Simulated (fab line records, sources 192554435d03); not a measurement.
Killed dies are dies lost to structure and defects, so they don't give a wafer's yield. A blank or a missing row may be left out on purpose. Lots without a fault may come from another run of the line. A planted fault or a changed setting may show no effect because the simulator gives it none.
Chamber matching | flow n5_finfet | N5_BEOL_M2_ILD_DEP_00 on pecvd-02: 3 sister chambers
The step deposits SiOC from DEMS/O2, target thk 79 nm, time 15.3 s. 6 wafers are shown with their chamber, then 7 later ones without.

WAFERS WITH THEIR CHAMBER
wafer  | chamber | throttle_valve_pct (%) | showerhead_plenum_p_Torr (Torr)
L402.4 | 2       | 11.4                   | 5.680
L406.4 | 2       | 11.2                   | 5.696
L414.2 | 1       | 12.1                   | 5.688
L414.5 | 0       | 11.5                   | 5.731
L413.2 | 1       | 12.2                   | 5.703
L413.4 | 0       | 11.5                   | 5.724

WAFERS WITHOUT THEIR CHAMBER
wafer  | throttle_valve_pct (%) | showerhead_plenum_p_Torr (Torr)
L413.6 | 11.8                   | 5.723
L421.1 | 12.1                   | 5.703
L421.3 | 11.8                   | 5.722
L421.4 | 11.7                   | 5.715
L423.1 | 11.7                   | 5.683
L423.4 | 11.9                   | 5.728
L423.5 | 11.7                   | 5.694

WHICH CHAMBER EACH WENT THROUGH
wafer  | from the rows above          | in truth
L413.6 | can't be placed: 0 or 1      | 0
L421.1 | 1                            | 1
L421.3 | can't be placed: 0 or 1      | 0
L421.4 | 0                            | 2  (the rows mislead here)
L423.1 | can't be placed: 2 or 1 or 0 | 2
L423.4 | can't be placed: 0 or 1      | 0
L423.5 | can't be placed: 0 or 2 or 1 | 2
Placed correctly: 1 of 7. Can't be placed from these rows: 5 (the true chamber is among the candidates in 5). Placed wrongly: 1.
How it was worked out, from the rows above alone: a wafer's distance from a chamber is the root of the sum, over the readings, of the square of ((its reading less the chamber's mean) divided by the reading's scatter). The wafer belongs to the nearest chamber; if the next one is less than 2 further off, it can't be placed. A chamber's mean is the mean of its shown wafers. The scatter: the root of (the sum of the squares of (reading less its chamber's mean) over the shown wafers, divided by (wafers less chambers)).
